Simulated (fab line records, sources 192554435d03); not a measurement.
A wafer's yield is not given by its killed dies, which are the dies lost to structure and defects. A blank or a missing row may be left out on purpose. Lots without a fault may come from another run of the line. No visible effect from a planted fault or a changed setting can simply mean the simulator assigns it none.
Chamber matching	flow n5-finfet	3 sister chambers for N5_PMOS_HMC_CHANNEL_EPI_HM_DEP_34 on pecvd-03
The step deposits SiO2 from TEOS/O2, target thk 36 nm, time 6.9 s. 3 wafers are shown with their chamber, then 10 later ones without.

EACH WAFER AND ITS CHAMBER
wafer	chamber	throttle-valve-pct (%)
L090.1	2	17.5
L092.4	1	20.4
L092.5	0	19.0

WAFERS WHOSE CHAMBER IS MISSING
wafer	throttle-valve-pct (%)
L092.6	17.4
L093.1	20.4
L093.4	17.4
L093.6	20.5
L094.1	20.1
L094.2	18.9
L094.3	17.4
L096.1	17.4
L096.3	20.7
L096.4	17.4

WHICH CHAMBER EACH ONE RAN IN
wafer	from the rows above	in truth
L092.6	2	2
L093.1	1	1
L093.4	2	2
L093.6	1	1
L094.1	1	1
L094.2	0	0
L094.3	2	2
L096.1	2	2
L096.3	1	1
L096.4	2	2
Correctly placed: 10 of 10. Number that these rows cannot place: 0. 0 placed wrongly.
How it was worked out, from the rows above alone: a wafer's distance from a chamber is the root of the sum, over the readings, of the square of ((its reading less the chamber's mean) divided by the reading's scatter). The wafer belongs to the nearest chamber; if the next one is less than 2 further off, it can't be placed. The mean given for a chamber averages the wafers shown for that chamber. The scatter: with one shown wafer a chamber, the root of the mean of the squares of how far each hidden wafer lies from its nearest shown one.
